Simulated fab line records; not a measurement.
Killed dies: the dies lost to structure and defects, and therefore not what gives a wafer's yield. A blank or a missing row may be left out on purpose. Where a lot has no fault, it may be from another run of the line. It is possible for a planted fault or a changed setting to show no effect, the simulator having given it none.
Chamber matching    flow n5Finfet    rieDiel-04 running N5_BEOL_M7_DESCUM_33: 4 sister chambers
The step chemistry O2, time 7 s. 16 wafers are shown with their chamber, then 8 later ones without.

WAFERS WITH THEIR CHAMBER
wafer   chamber  drypumpMotorCurrentA (A)  showerheadPlenumPTorr (Torr)  oesProductAu (a.u.)
L074.1  0        5.3                       2.10                          0.91
L074.5  2        4.7                       1.98                          0.70
L074.6  3        6.4                       2.07                          0.75
L076.4  0        5.3                       2.10                          0.88
L076.5  0        5.3                       2.10                          0.90
L076.6  1        5.7                       2.10                          0.78
L082.2  0        5.3                       2.09                          0.87
L082.3  3        6.4                       2.06                          0.74
L082.6  0        5.3                       2.09                          0.86
L084.1  3        6.4                       2.06                          0.73
L084.4  2        4.8                       1.97                          0.68
L084.6  2        4.8                       1.97                          0.69
L087.1  1        5.6                       2.09                          0.76
L087.2  0        5.3                       2.09                          0.85
L087.4  2        4.7                       1.97                          0.68
L094.2  1        5.7                       2.08                          0.75

SIGNATURES (averages over the wafers above)
reading                chamber 0  chamber 1  chamber 2  chamber 3  scatter within a chamber
drypumpMotorCurrentA   5.300      5.667      4.750      6.400      0.0373
showerheadPlenumPTorr  2.0950     2.0900     1.9725     2.0633     0.0064
oesProductAu           0.8783     0.7633     0.6875     0.7400     0.0174
Rule: for a wafer and a chamber, the distance is found by dividing, reading by reading, the gap between the wafer's reading and the chamber's mean by the reading's scatter, squaring, summing and taking the root. The wafer belongs to the nearest chamber; if the next one is less than 2 further off, it can't be placed. How the scatter is found: for the shown wafers, subtract from each reading the mean of its chamber, square and add these, divide the total by (wafers less chambers), then take the root.

WAFERS WITHOUT THEIR CHAMBER
wafer   drypumpMotorCurrentA (A)  showerheadPlenumPTorr (Torr)  oesProductAu (a.u.)
L094.3  5.3                       2.09                          0.84
L094.5  4.7                       2.23                          0.98
L095.1  5.7                       2.08                          0.75
L095.2  5.3                       2.09                          0.84
L095.4  6.4                       2.05                          0.72
L097.1  4.8                       2.23                          0.96
L097.4  6.5                       2.05                          0.72
L097.5  5.3                       2.08                          0.83

EACH ONE'S CHAMBER
wafer    from the rows above   in truth
L094.3   0                     0
L094.5   0                     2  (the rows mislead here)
L095.1   1                     1
L095.2   0                     0
L095.4   3                     3
L097.1   0                     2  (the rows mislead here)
L097.4   3                     3
L097.5   0                     0
Correctly placed: 6 of 8. Can't be placed from these rows: 0. Number placed wrongly: 2.
